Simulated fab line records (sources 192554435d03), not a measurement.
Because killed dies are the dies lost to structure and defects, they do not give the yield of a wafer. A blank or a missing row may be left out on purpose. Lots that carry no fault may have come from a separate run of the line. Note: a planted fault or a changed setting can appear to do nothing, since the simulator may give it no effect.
Split-lot trial -- flow n5_finfet -- 39 wafers read across 7 lots, on a route 1938 steps long

ON THE SPLIT
At N5_FIN_SAQP_HM_DEP_03 (deposits SiNx from SiH4/NH3/N2, target thk 38 nm, time 33.6 s), the setting time_s was moved away from the recipe's 33.6 s on 15 of the 39 wafers read, by -50.6% to +44.2%. The other wafers ran this setting at the recipe's value.

FROM THE SPLIT TO THE READING: what the file shows between them, 4 steps
- N5_FIN_SAQP_THK_MEAS_05
- N5_FIN_SAQP_PECVD_47: deposits a-Si from SiH4/He, target thk 45 nm, time 36.3 s
- N5_FIN_SAQP_PECVD_48: deposits SiNx from SiH4/NH3/N2, target thk 25 nm, time 22.1 s
- N5_FIN_SAQP_MANDREL2_REMOVE_60: chemistry HBr/Cl2/O2, target a-Si, stops on SiNx, bt time 10 s

THE READING
etch.depth_nm (the simulator's own value, which no gauge read), in nm, at N5_FIN_SAQP_HM_OPEN_33 (chemistry CH3F/O2, target SiNx, target depth 49.4 nm, time 70.6 s). The file does not state a usual value for it. Average 37.30 nm, standard deviation 0.62 nm, over the 24 wafers here run with the recipe.

wafer,"tool, chamber at the split","time_s as run, s",against the recipe,"etch.depth_nm, nm",against lot-mates on the recipe
L075.1,"pecvd-03, 1",48.45,+44.2%,54.22,+16.31
L075.2,"pecvd-03, 2",48.45,+44.2%,54.42,+16.51
L075.3,"pecvd-03, 0",33.6,recipe,37.2,-
L075.4,"pecvd-03, 1",48.45,+44.2%,54.87,+16.96
L075.5,"pecvd-03, 2",33.6,recipe,38.57,-
L075.6,"pecvd-03, 0",33.6,recipe,37.96,-
L076.2,"pecvd-04, 1",33.6,recipe,37.46,-
L076.4,"pecvd-04, 0",33.6,recipe,36.64,-
L076.5,"pecvd-04, 0",33.6,recipe,36.47,-
L085.1,"pecvd-04, 1",16.61,-50.6%,18.44,-18.77
L085.2,"pecvd-04, 2",33.6,recipe,36.09,-
L085.3,"pecvd-04, 0",33.6,recipe,37.14,-
L085.4,"pecvd-04, 0",16.61,-50.6%,17.27,-19.94
L085.5,"pecvd-04, 2",16.61,-50.6%,17.2,-20.01
L085.6,"pecvd-04, 1",33.6,recipe,38.39,-
L086.1,"pecvd-03, 0",33.6,recipe,37.04,-
L086.2,"pecvd-03, 0",33.6,recipe,37.39,-
L086.3,"pecvd-03, 0",33.6,recipe,37.31,-
L086.4,"pecvd-03, 0",33.6,recipe,37.61,-
L086.5,"pecvd-03, 0",33.6,recipe,37.54,-
L086.6,"pecvd-03, 0",33.6,recipe,37.74,-
L087.1,"pecvd-03, 0",33.6,recipe,37.63,-
L087.2,"pecvd-03, 2",33.6,recipe,37.29,-
L087.3,"pecvd-03, 1",17.1,-49.1%,18.81,-18.92
L087.4,"pecvd-03, 0",17.1,-49.1%,18.99,-18.74
L087.5,"pecvd-03, 2",33.6,recipe,38.28,-
L087.6,"pecvd-03, 1",17.1,-49.1%,19.19,-18.54
L091.1,"pecvd-03, 1",33.6,recipe,36.71,-
L091.2,"pecvd-03, 2",33.6,recipe,37.07,-
L091.3,"pecvd-03, 0",18.01,-46.4%,19.71,-17.36
L091.4,"pecvd-03, 0",18.01,-46.4%,19.59,-17.48
L091.5,"pecvd-03, 2",33.6,recipe,37.42,-
L091.6,"pecvd-03, 1",18.01,-46.4%,19.76,-17.31
L095.1,"pecvd-04, 0",26.1,-22.3%,27.57,-9.15
L095.2,"pecvd-04, 1",33.6,recipe,37.07,-
L095.3,"pecvd-04, 2",26.1,-22.3%,27.54,-9.18
L095.4,"pecvd-04, 2",33.6,recipe,36.21,-
L095.5,"pecvd-04, 1",26.1,-22.3%,28.71,-8.01
L095.6,"pecvd-04, 0",33.6,recipe,36.89,-

THE FIT
A straight line over all 39 wafers: etch.depth_nm changes by +0.384 nm for each +1% of time_s; r = +1.00; the points scatter about the line by 0.63 nm.
The same after taking each lot's own level away (the mean of its wafers on the recipe; 39 wafers): +0.38 nm for each +1%; r = +1.00; scatter 0.48 nm.
Per that fit: largest time_s move, reading shift of 19 nm.
From 36.723 to 37.910 nm: that is the span of the lots' own levels, equal to 1.9 times the standard deviation above.
So the lot-to-lot level changes the slope little: the two slopes agree.
Check: for one of the wafers moved furthest among these (-50.6%), held out of the fit, the line's prediction against its lot-mates is -19.3 nm. Against them it came out at -18.8 nm.

THE WHOLE CHAIN: every reading that the file lists as answering this split, in the file's order
step,what it does,reading,change (the file's fit),r (the file's)
N5_FIN_SAQP_HM_DEP_03,"deposits SiNx from SiH4/NH3/N2, target thk 38 nm, time 33.6 s","SiNx_of_FIN_SAQP_HM_DEP_03.thk_nm (the simulator's own value, which no gauge read)",+0.381 nm for each +1% of the setting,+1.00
N5_FIN_SAQP_THK_MEAS_05,,thk_nm,withheld for each +1% of the setting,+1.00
N5_FIN_SAQP_HM_OPEN_33,"chemistry CH3F/O2, target SiNx, target depth 49.4 nm, time 70.6 s",etch_rf_on_time_s,withheld for each +1% of the setting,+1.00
N5_FIN_SAQP_HM_OPEN_33,"chemistry CH3F/O2, target SiNx, target depth 49.4 nm, time 70.6 s","etch.depth_nm (the simulator's own value, which no gauge read)",+0.381 nm for each +1% of the setting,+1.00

FILE'S OWN FIT
etch.depth_nm changes by +0.381 nm for each +1% of time_s, r = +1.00.
